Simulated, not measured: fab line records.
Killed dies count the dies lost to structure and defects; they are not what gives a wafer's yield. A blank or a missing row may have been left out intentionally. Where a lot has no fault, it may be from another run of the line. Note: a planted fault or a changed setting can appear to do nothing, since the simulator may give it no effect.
Chamber matching + flow nand harc + 4 sister chambers for NHARC_A_STAIRCASE_TRIM_187 on rie diel-10
The step chemistry O2, time 211.2 s. 4 wafers are shown with their chamber, then 8 later ones without.

== WAFERS WITH THEIR CHAMBER ==
| wafer  | chamber | drypump motor current A (A) |
|--------|---------|-----------------------------|
| L082.2 | 0       | 5.5                         |
| L089.4 | 3       | 6.0                         |
| L089.5 | 1       | 5.8                         |
| L090.1 | 2       | 5.4                         |

== WAFERS MISSING THEIR CHAMBER ==
| wafer  | drypump motor current A (A) |
|--------|-----------------------------|
| L090.3 | 6.0                         |
| L090.5 | 6.0                         |
| L092.2 | 6.0                         |
| L092.5 | 6.0                         |
| L092.6 | 5.7                         |
| L097.3 | 5.4                         |
| L097.4 | 5.5                         |
| L097.5 | 5.7                         |

== EACH ONE'S CHAMBER ==
| wafer  | from the rows above | in truth |
|--------|---------------------|----------|
| L090.3 | 3                   | 3        |
| L090.5 | 3                   | 3        |
| L092.2 | 3                   | 3        |
| L092.5 | 3                   | 3        |
| L092.6 | 1                   | 1        |
| L097.3 | 2                   | 2        |
| L097.4 | 0                   | 0        |
| L097.5 | 1                   | 1        |
Correctly placed: 8 of 8. Not placeable from these rows: 0. Placed wrongly: 0.
How it was worked out, from the rows above alone: a wafer's distance from a chamber is the root of the sum, over the readings, of the square of ((its reading less the chamber's mean) divided by the reading's scatter). If the next closest chamber is less than 2 further off than the closest, the wafer can't be placed; otherwise it belongs to the closest. A chamber's mean is the mean of its shown wafers. The scatter (one wafer shown for each chamber): square how far every hidden wafer sits from the nearest shown wafer, average those squares and take the square root.
